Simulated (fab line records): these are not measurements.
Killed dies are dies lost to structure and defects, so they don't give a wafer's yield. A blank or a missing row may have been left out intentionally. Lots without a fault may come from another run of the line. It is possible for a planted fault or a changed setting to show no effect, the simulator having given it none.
fab line records -- flow nandHarc
[record] lots = 12, wafers = 36, lastDay = 24
route steps=1159 shown P_M0@253 THIN_TSV@1118 END@1159
lots that met no fault: from a run of the same line without faults
startH: the number of hours between the record's first day and the start of the first shown wafer of the lot -- waitH: hours since the lot's step before -- " unchanged from the row above -- L1.1+2: a row that stands for several wafers -- - either no value or no given start -- * or withheld: withheld -- < > ~ a bound
route shown NAME@n: a module of which the file shows steps, and the number in the route of the first -- usual: mean/standard deviation taken from wafers without a fault -- same: alike in all rows -- chamber/n: place in a boat -- sites: per-site readings -- _std_site: the values' standard deviation -- _edge_site: mean of outer sites minus mean of inner sites -- radiusMm: how far each site lies from the wafer's centre -- mask NAME#n: copy n -- behind: tool/chamber where the wafer was last shaped -- hold: what put the lot on hold/how long, in hours/how the hold closed -- device: transistor that didn't switch, given as n, p or np -- end of line: tests of these same wafers at the route's end -- step lacking rows: just its recipe -- killed: not the wafer's yield, but the dies lost to structure and defects at the first sort -- map: shows each die of a wafer: x if killed, . if not, _ if none is there
set.NAME: setting as actually run; set.NAME@STEP: the setting as run at that earlier step -- model.NAME: the simulator's own value behind a step, which no gauge read
one table for each step of the route and one row for each wafer, over a sample of lots
services: the hour from which a tool's chamber was out of use, counted from the record's first day as startH (under 0 if before that day), plus the number of hours and why
[[steps]]
[step NHARC_P_M0_DEP_00]
[recipe] targetThkA = 1500, targetThkNm = 150, tempC = withheld, pressureTorr = 5, flowSccm = 200, rfW = 600, material = SiOC
lot.wafer,tool,chamber,startH,waitH
L209.1+3+4,pecvd-02,"1,2,0",114.89,0.1
L211.2+5+6,pecvd-02,"2,2,0",131.90,0.1
L210.3+6+5,pecvd-02,"0,2,0",132.49,0.2
L212.1+5+4,pecvd-03,"0,0,1",137.26,0.1
L213.2+3+4,pecvd-02,"1,2,1",139.09,0.1
L214.2+3+4,pecvd-01,"2,0,1",158.25,0.1
L218.2+4+5,pecvd-03,"2,0,1",177.54,0.2
L224.3+5+6,pecvd-01,"1,1,0",204.81,0.1
L226.1+2+6,pecvd-01,"1,2,1",224.92,0.1
L229.1+4+6,pecvd-03,"1,2,0",241.69,0.1
L231.1+3+4,pecvd-03,"0,1,0",245.28,0.1
L230.3+1+4,pecvd-03,"2,1,0",245.61,0.1
[step NHARC_THIN_TSV_DESCUM_14]
[recipe] timeS = 3, o2FlowSccm = 200, arFlowSccm = 0, biasPowerW = 0, chemistry = O2
[usual] drypumpMotorCurrentA = 5.7/0.49, oesProductAu = 0.999/0.0077, rfVppV = 57.9/0.85, showerheadPlenumPTorr = 1.93/0.082, throttleValvePct = 11.312/0.0089
lot.wafer,tool,chamber,startH,waitH,drypumpMotorCurrentA,oesProductAu,rfHoursCounterH,rfVppV,showerheadPlenumPTorr,throttleValvePct
L209.4,rieDiel-07,3,434.75,-,5.6,0.994,1,58.0,2.04,11.312
L209.3,rieDiel-07,0,434.75,-,5.4,0.995,2,55.9,1.91,11.326
L209.1,rieDiel-07,1,434.75,-,4.7,1.003,2,58.1,1.78,11.322
L210.3,rieDiel-04,0,436.07,-,5.3,1.008,13,57.1,1.91,11.319
L210.6,rieDiel-04,0,436.07,-,5.3,0.999,-,58.1,1.91,11.313
L210.5,rieDiel-04,1,436.07,-,5.0,0.990,-,58.1,1.93,11.309
L211.2,rieDiel-02,0,437.26,-,5.4,1.003,6,57.6,1.84,11.301
L211.5,rieDiel-02,2,437.26,-,5.8,1.012,-,58.3,1.95,11.324
L211.6,rieDiel-02,3,437.26,-,5.9,1.010,-,57.7,2.02,11.303
L212.1,rieDiel-02,3,439.41,-,5.9,1.003,7,57.1,2.02,11.310
L212.4,rieDiel-02,1,439.41,-,6.4,1.000,7,57.5,1.93,11.318
L212.5,rieDiel-02,2,439.41,-,5.8,1.017,-,59.2,1.95,11.314
L213.3,rieDiel-07,1,440.86,-,4.7,0.994,2,57.6,1.78,11.320
L213.4,rieDiel-07,2,440.86,-,6.4,0.997,2,59.3,2.02,11.300
L213.2,rieDiel-07,3,440.86,-,5.7,0.992,2,58.9,2.04,11.326
L214.3,rieDiel-07,1,448.37,-,4.7,0.992,3,57.6,1.78,11.323
L214.4,rieDiel-07,2,448.37,-,6.4,0.986,3,56.7,2.02,11.321
L214.2,rieDiel-07,0,448.37,-,5.4,1.005,3,58.5,1.91,11.309
L218.2,rieDiel-02,2,495.59,-,5.8,1.018,11,58.3,1.95,11.308
L218.5,rieDiel-02,2,495.59,-,5.8,1.009,-,57.8,1.95,11.315
L224.3,rieDiel-02,2,525.39,-,5.9,1.002,1,58.3,1.95,11.320
L224.5,rieDiel-02,1,525.39,-,6.4,0.998,-,57.5,1.93,11.307
L224.6,rieDiel-02,2,525.39,-,5.9,0.982,-,58.2,1.95,11.303
L226.2,rieDiel-02,1,532.55,-,6.4,0.995,2,59.1,1.93,11.298
L226.1,rieDiel-02,2,532.55,-,5.8,0.997,1,56.6,1.95,11.307
L226.6,rieDiel-02,0,532.55,-,5.4,0.993,-,56.8,1.84,11.317
L230.4,rieDiel-02,1,552.56,-,6.4,0.989,3,57.8,1.93,11.308
L230.1,rieDiel-02,3,552.56,-,6.0,1.005,3,58.6,2.02,11.312
L230.3,rieDiel-02,0,552.56,-,5.5,1.003,3,56.5,1.84,11.313
L231.3,rieDiel-02,3,554.97,-,5.9,0.982,3,58.5,2.02,11.302
L231.1,rieDiel-02,0,554.97,-,5.5,1.004,4,55.7,1.84,11.310
L231.4,rieDiel-02,2,554.97,-,5.8,0.997,3,56.7,1.95,11.319
L229.4,rieDiel-02,0,558.75,-,5.5,1.008,4,57.5,1.84,11.318
L229.1,rieDiel-02,2,558.75,-,5.8,0.990,4,58.6,1.95,11.305
L229.6,rieDiel-02,0,558.75,-,5.5,0.992,-,58.2,1.84,11.321
[step NHARC_THIN_TSV_CD_MEAS_37]
[usual] cdNm = 4999.8/2.7
lot.wafer,tool,chamber,startH,waitH,cdNm
L209.1,cdSem-02,-,441.82,-,4996.3
L209.3,cdSem-02,-,441.82,-,4995.3
L209.4,cdSem-02,-,441.82,-,4998.0
L210.3,cdSem-03,-,443.34,-,4998.7
L210.5,cdSem-03,-,443.34,-,5000.6
L210.6,cdSem-03,-,443.34,-,5000.4
L211.2,cdSem-01,-,444.64,-,4996.2
L211.5,cdSem-01,-,444.64,-,4999.5
L211.6,cdSem-01,-,444.64,-,4999.9
L212.1,cdSem-01,-,446.80,-,5005.8
L212.4,cdSem-01,-,446.80,-,5001.2
L212.5,cdSem-01,-,446.80,-,5001.4
L213.2,cdSem-01,-,448.17,-,5001.0
L213.3,cdSem-01,-,448.17,-,4999.6
L213.4,cdSem-01,-,448.17,-,5000.4
L214.2,cdSem-03,-,456.40,-,5003.1
L214.3,cdSem-03,-,456.40,-,5000.2
L214.4,cdSem-03,-,456.40,-,5000.4
L218.2,cdSem-01,-,502.89,-,5004.7
L218.5,cdSem-01,-,502.89,-,5001.5
L224.3,cdSem-02,-,532.94,-,4999.2
L224.5,cdSem-02,-,532.94,-,4993.7
L224.6,cdSem-02,-,532.94,-,4996.4
L226.1,cdSem-03,-,547.48,-,5001.9
L226.2,cdSem-03,-,547.48,-,5000.5
L226.6,cdSem-03,-,547.48,-,5001.8
L230.1,cdSem-03,-,559.82,-,5003.3
L230.3,cdSem-03,-,559.82,-,5001.0
L230.4,cdSem-03,-,559.82,-,4997.0
L231.1,cdSem-03,-,562.11,-,5001.0
L231.3,cdSem-03,-,562.11,-,5004.6
L231.4,cdSem-03,-,562.11,-,5001.7
L229.1,cdSem-02,-,565.94,-,5000.5
L229.4,cdSem-02,-,565.94,-,5002.4
L229.6,cdSem-02,-,565.94,-,4998.4
[step NHARC_THIN_TSV_INSPECT_40]
[usual] rawDefectCount = 468/81
lot.wafer,tool,chamber,startH,waitH,rawDefectCount
L209.1,defectInspect-02,-,447.34,0.4,485
L209.3,defectInspect-02,-,447.34,0.4,570
L209.4,defectInspect-02,-,447.34,0.4,436
L210.3,defectInspect-01,-,447.34,0.4,390
L210.5,defectInspect-01,-,447.34,0.4,425
L210.6,defectInspect-01,-,447.34,0.4,346
L211.2,defectInspect-02,-,447.34,0.4,529
L211.5,defectInspect-02,-,447.34,0.4,337
L211.6,defectInspect-02,-,447.34,0.4,405
L212.1,defectInspect-02,-,451.24,0.4,440
L212.4,defectInspect-02,-,451.24,0.4,382
L212.5,defectInspect-02,-,451.24,0.4,447
L213.2,defectInspect-01,-,451.24,0.4,472
L213.3,defectInspect-01,-,451.24,0.4,451
L213.4,defectInspect-01,-,451.24,0.4,546
L214.2,defectInspect-01,-,461.30,0.4,426
L214.3,defectInspect-01,-,461.30,0.4,490
L214.4,defectInspect-01,-,461.30,0.4,361
L218.2,defectInspect-02,-,507.34,0.4,411
L218.5,defectInspect-02,-,507.34,0.4,631
L224.3,defectInspect-02,-,537.59,0.4,577
L224.5,defectInspect-02,-,537.59,0.4,493
L224.6,defectInspect-02,-,537.59,0.4,439
L226.1,defectInspect-02,-,551.88,0.4,629
L226.2,defectInspect-02,-,551.88,0.4,555
L226.6,defectInspect-02,-,551.88,0.4,577
L230.1,defectInspect-01,-,564.03,0.4,554
L230.3,defectInspect-01,-,564.03,0.4,411
L230.4,defectInspect-01,-,564.03,0.4,493
L231.1,defectInspect-02,-,564.04,0.4,610
L231.3,defectInspect-02,-,564.04,0.4,449
L231.4,defectInspect-02,-,564.04,0.4,653
L229.1,defectInspect-02,-,570.34,0.4,341
L229.4,defectInspect-02,-,570.34,0.4,467
L229.6,defectInspect-02,-,570.34,0.4,395
[step NHARC_END_SORT_01]
[recipe] tempC = 25
[usual] defectLimitedYield = 95.4/1.4, killedAtArray = 27/10, killedAtOther = 0.6/1, killedAtPeriphery = 3.4/2.7, killedDies = 31/9.7, killedOpen = 3.4/1.7, killedShort = 2.2/1.5, sort_bin_2_pct = 1.4/0.57, sort_bin_3_pct = 0.25/0.23, sort_bin_4_pct = 3.0/0.94, sortNPass = 646/9.7, sortRimYieldPct = 95.3/3, sortYieldPct = 95.4/1.4
[same] grossDies = 677, sort_bin_5_pct[%] = 0, sort_bin_6_pct[%] = 0, sort_bin_7_pct[%] = 0, sort_bin_8_pct[%] = 0, sortRimNGross = 106.00
lot.wafer,tool,chamber,startH,waitH,defectLimitedYield[%],killedAtArray,killedAtOther,killedAtPeriphery,killedDies,killedOpen,killedShort,sort_bin_2_pct[%],sort_bin_3_pct[%],sort_bin_4_pct[%],sortNPass,sortRimYieldPct[%],sortYieldPct[%]
L218.2,prober-01,0,511.18,2.8,97.3,11,3,4,18,2,2,1.2,0,1.5,659,99.1,97.3
L218.4,prober-01,0,512.79,3.4,0,12,4,661,677,3,3,97.5,0.30,2.2,0,0,0
L218.5,prober-01,0,513.59,3.7,96.5,18,0,6,24,7,2,0.7,0,2.8,653,98.1,96.5
L231.1,prober-02,0,567.04,2.5,96.2,19,0,7,26,3,4,1.0,0,2.8,651,93.4,96.2
L231.3,prober-02,0,568.61,3.0,95.0,26,0,8,34,3,2,1.6,0.30,3.1,643,96.2,95.0
L231.4,prober-02,0,569.40,3.3,94.7,27,0,9,36,6,5,1.5,0.30,3.5,641,95.3,94.7
// killed by level:class
L218.2 A_CHANNEL_HOLE_D1:chamberFilmFlake=4 P_ZERO_WELL:chamberFilmFlake=3 A_CONTACT:chamberFilmFlake=2 THIN_TSV:chamberFilmFlake=2 P_CONTACT:geometricParticle:open=1 A_CHANNEL_FILL_D1:geometricParticle:short=1 A_BLC:geometricParticle:short=1 STARTING-WAFER:geometricParticle:open=1
L218.4 P_M0:areaDep=656 A_CHANNEL_HOLE_D1:chamberFilmFlake=4 THIN_TSV:chamberFilmFlake=4 P_ZERO_WELL:chamberFilmFlake=2 P_M2:chamberFilmFlake=2 A_CONTACT:chamberFilmFlake=2 P_M2:geometricParticle:open=1 A_ONON_D1:geometricParticle:short=1
L218.5 A_CHANNEL_HOLE_D1:chamberFilmFlake=5 A_CONTACT:chamberFilmFlake=4 P_CONTACT:geometricParticle:open=3 A_ONON_D1:geometricParticle:open=2 A_CHANNEL_FILL_D1:chamberFilmFlake=2 A_ONON_D1:geometricParticle:short=1 A_WL_FILL:geometricParticle:short=1 A_CONTACT:geometricParticle:open=1
L231.1 A_CHANNEL_HOLE_D1:chamberFilmFlake=6 P_GATE:chamberFilmFlake=3 A_WL_FILL:chamberFilmFlake=3 A_CHANNEL_FILL_D1:geometricParticle:short=2 P_STI:chamberFilmFlake=2 A_CONTACT:chamberFilmFlake=2 A_STAIRCASE:chamberFilmFlake=2 P_GATE:geometricParticle:open=1
L231.3 A_CHANNEL_HOLE_D1:chamberFilmFlake=8 A_CONTACT:chamberFilmFlake=7 A_WL_FILL:chamberFilmFlake=4 P_ZERO_WELL:chamberFilmFlake=2 P_GATE:chamberFilmFlake=2 P_M1:chamberFilmFlake=2 A_BONDPAD:chamberFilmFlake=2 P_GATE:geometricParticle:short=1
L231.4 A_CHANNEL_HOLE_D1:chamberFilmFlake=7 A_WL_FILL:chamberFilmFlake=5 A_CONTACT:chamberFilmFlake=4 A_CONTACT:geometricParticle:open=3 A_WL_FILL:geometricParticle:short=2 P_GATE:chamberFilmFlake=2 A_STAIRCASE:chamberFilmFlake=2 A_BONDPAD:chamberFilmFlake=2
[[services]]
tool,chamber,startH,hours,kind
pecvd-03,-,111.58,13.0,pm
pecvd-02,-,153.00,13.0,pm
rieDiel-02,3,161.05,3.9,repair
pecvd-01,1,164.34,4.4,repair
pecvd-02,-,191.04,1.7,repair
rieDiel-02,0,200.15,1.5,repair
pecvd-01,-,208.96,1.6,repair
rieDiel-07,-,228.27,9.0,pm
rieDiel-02,3,236.04,15.7,repair
pecvd-01,-,237.25,13.0,pm
pecvd-02,-,250.95,2.3,repair
rieDiel-07,-,266.35,0.1,repair
pecvd-03,0,268.93,16.2,repair
pecvd-03,-,292.58,13.0,pm
rieDiel-02,-,327.91,9.0,pm
pecvd-02,-,334.00,13.0,pm
pecvd-03,-,365.31,0.8,repair
rieDiel-02,1,396.42,7.7,repair
rieDiel-02,0,408.33,7.3,repair
pecvd-03,1,425.37,46.3,repair
pecvd-03,-,473.64,13.0,pm
pecvd-02,1,494.81,10.6,repair
rieDiel-02,-,504.91,9.0,pm
pecvd-02,-,515.00,13.0,pm
[[key]]
[firstSign] step = NHARC_END_SORT_01, reading = killedAtPeriphery, direction = up, sigmas = 99+, usual = 3.4, struck = 661
[effect] step = NHARC_END_SORT_01, reading = sort_bin_2_pct, direction = up, sigmas = 99+, usual = 1.4, struck = 97.5
[moreKillsBornAt] NHARC_P_M0_DEP_00@pecvd-03 = 656
metAt NHARC_P_M0_DEP_00
struckLots L218
struckWafers L218.4
laterRowsLeftOut L218.4
notActingAt NHARC_THIN_TSV_DESCUM_14,NHARC_THIN_TSV_CD_MEAS_37,NHARC_THIN_TSV_INSPECT_40
onsetBetween 137.26 177.54
[fault] kind = processParameterDrift, tool = pecvd-03, chamber = 0, onsetH = 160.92, steps = NHARC_P_M0_DEP_00, channel = targetThkA, offset = *, shape = step, endH = 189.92, actsIn = *, stated = *
// laterRowsLeftOut: the simulator's readings of these wafers behind a module that went badly wrong aren't trusted and aren't shown, but for the sort
